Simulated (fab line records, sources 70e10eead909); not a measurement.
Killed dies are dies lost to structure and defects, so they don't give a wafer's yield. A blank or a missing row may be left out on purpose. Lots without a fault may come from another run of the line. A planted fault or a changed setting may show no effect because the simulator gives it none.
Problem report in the 8D (eight disciplines) form, filled by code | flow nand_harc | the parts of the form that need people (team, actions taken, sign-off) are left out

1. THE PROBLEM
run_length_s at NHARC_A_CONTACT_ETCH_49 reads a mean of 340.4 s on 1 wafer of 1 lot; wafers without a fault read 496.6 s with a standard deviation of 0.42. That is -99 or more standard deviations from the usual mean.
The step: etches the open film in N2/H2, target depth 260 nm, time 475.3 s.
First seen on wafer L175.1, day 20 01:17, on rie_diel-02. The record holds 39 wafers of 13 lots with a number at this step. Rule for "out", or "out of limits": more than 4 standard deviations from the usual mean. The other wafers with a number count as sound.

2. WHAT IT IS AND WHAT IT IS NOT
question                    | is                | is not
which readings at this step | run_length_s      | drypump_motor_current_A, h2_flow_sccm, oes_product_au, rf_vpp_V, showerhead_plenum_p_Torr, throttle_valve_pct
which lots                  | L175              | L160, L162, L163, L164, L165, L166, L168, L169, L170, L176, L181, L182
which wafers of those lots  | L175.1            | L175.2, L175.5
read on which tools         | rie_diel-02       | rie_diel-09, rie_diel-10
when                        | from day 20 01:17 | up to then (32 sound wafers); but 6 sound wafers of L181, L182 came after

3. SUSPECTS, AND WHAT RULES EACH OUT
Counting: a tool at a process step up to the reading stays a suspect if it ran every lot that is out. Sound lots after the first of them don't rule it out here, since some wafers of a struck lot are sound.
- rie_diel-02 at NHARC_A_CONTACT_ETCH_49 (etches the open film in N2/H2, target depth 260 nm, time 475.3 s): kept. It ran the lot that is out, L175 (day 20 01:17); its last sound lot up to then is L170 (day 18 19:26). Its own readings are out on those wafers: run_length_s.
- Within rie_diel-02 at NHARC_A_CONTACT_ETCH_49: the wafers that are out ran in chamber 0; their sound lot-mates ran in chambers 1, 2.
Left after counting: rie_diel-02 at NHARC_A_CONTACT_ETCH_49.

4. THE CAUSE (what the simulator had put in)
Process parameter drift: rie_diel-02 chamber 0, from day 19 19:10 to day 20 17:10, at NHARC_A_CONTACT_ETCH_49. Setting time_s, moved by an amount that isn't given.
Counting left only this tool.

5. THE CHAIN OF EFFECTS, in route order
Each row: a reading whose mean over the struck wafers that have a number lies more than 3 standard deviations from the usual. Only readings for which the record gives a usual standard deviation are gone through. hours: the time from each lot's start at the first step in this table that gives one to its start at this step, as a median over the lots. sigmas: the change in usual standard deviations.
hours | step                    | reading      | usual   | on struck wafers | change | sigmas
0     | NHARC_A_CONTACT_ETCH_49 | run_length_s | 496.6 s | 340.4            | -156.2 | -99 or more
The process steps in it:
- NHARC_A_CONTACT_ETCH_49: etches the open film in N2/H2, target depth 260 nm, time 475.3 s.

6. WHAT WOULD HAVE CAUGHT IT SOONER
In this record the first reading out of limits was taken at day 20 01:17, 6 hours after the fault began at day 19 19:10.
